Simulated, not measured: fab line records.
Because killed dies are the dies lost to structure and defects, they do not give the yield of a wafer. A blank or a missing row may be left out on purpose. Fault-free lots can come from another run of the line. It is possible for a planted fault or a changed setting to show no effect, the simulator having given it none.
A lot that was struck, set against a sound lot | flow nand-harc | 14 out of 1302 route steps
Sound: wafers L384.2, L384.3, L384.5. Struck: wafers L386.3, L386.4. Last of all comes the cause.
Each step with rows lists, per side, the tool, then ch with its chambers, then its first start. Under that, the readings that differ: sound wafers | struck wafers | difference of the means | sigmas: that difference in standard deviations of wafers without a fault.
alike: a reading whose means differ by less than 2 such deviations, as well as words and numbers matching on both sides. not compared: withheld readings; readings where some wafer has no value; bounds like >300 that might hide an equal value; numbers whose values overlap and for which the record gives no deviation.
The two part at a step that has a row with sigmas, a row that says differs or no value, or rows on one side only. Numbers that have no deviation but don't overlap get no sigmas and don't part them. A reading that every wafer of one side lacks parts them only if that side has two wafers or more.

NHARC_P_M2_INSPECT_27:
  sound on defect-inspect-01, day 7 08:04; struck on defect-inspect-02, day 7 16:50
  alike: raw-defect-count
NHARC_P_M2_PRE_CLEAN_32: time 12 s.
  sound on pecvd-04 ch 0,1, day 7 08:08; struck on pecvd-03 ch 0,2, day 7 16:55
  alike: heater-power-w, rf-fwd-power-W
  not compared: since-wet-clean-h
NHARC_P_M2_DEP_33: deposits SiCN, target thk 30 nm.
  sound on pecvd-04 ch 0,1, day 7 08:15; struck on pecvd-03 ch 0,2, day 7 17:01
  alike: heater-power-w, rf-fwd-power-W
  not compared: since-wet-clean-h
NHARC_P_BONDPAD_DEP_00: deposits SiCN, target thk 250 nm.
  sound on pecvd-04 ch 0,1,2; struck on pecvd-03 ch 0
  alike: heater-power-w, rf-fwd-power-W
  not compared: since-wet-clean-h
NHARC_P_BONDPAD_CMP_32: polishes SiCN, target thk 200 nm.
  sound on cmp-02 ch 0,1,2, day 7 09:00; struck on cmp-02 ch 0,1, day 7 17:49
  alike: motor-current-A, retaining-ring-pressure-frac
NHARC_P_BONDPAD_THK_MEAS_33: measures by ellipsometry.
  sound on film-metro-01, day 7 09:16; struck on film-metro-02, day 7 18:02
  alike: thk-nm
then, 5 steps without rows for these wafers: NHARC_P_BONDPAD_SRD_34; NHARC_P_BONDPAD_DEHYDRATE_01 (time 120 s); NHARC_P_BONDPAD_HMDS_02 (time 30 s); NHARC_P_BONDPAD_COAT_36 (time 65 s); NHARC_P_BONDPAD_COAT_03 (resist thk 600 nm).
NHARC_P_BONDPAD_SOFTBAKE_04: time 70 s.
  sound on litho-track-07 ch 0, day 7 09:00; struck on litho-track-07 ch 0, day 7 18:00
  reading                  | sound             | struck      | difference | sigmas
  heater-power-total-W (W) | 199.8 199.6 200.4 | 236.8 236.5 | +36.7      | +28
  alike: chill-plate-temp-C
then, 1 step without rows for these wafers: NHARC_P_BONDPAD_EBR_05.
-- jump in the record: it breaks off in module P_BONDPAD and resumes in module END (first step shown: number 1302 of the route), and 18 days separate the struck wafers' starts before and after --
NHARC_END_SORT_01:
  sound on prober-01 ch 0, day 25 06:55; struck on prober-01 ch 0, day 25 16:59
  alike: defect-limited-yield, killed-at-array, killed-at-other, killed-at-periphery, killed-dies, killed-open, killed-short

WHERE THEY PART
Only at NHARC_P_BONDPAD_SOFTBAKE_04, within this record. Later steps at which nothing parts them and some readings are alike: NHARC_END_SORT_01.

WHY: the cause the simulator had injected
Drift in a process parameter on litho-track-07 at NHARC_P_BONDPAD_SOFTBAKE_04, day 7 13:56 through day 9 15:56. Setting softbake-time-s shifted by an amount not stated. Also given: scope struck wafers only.
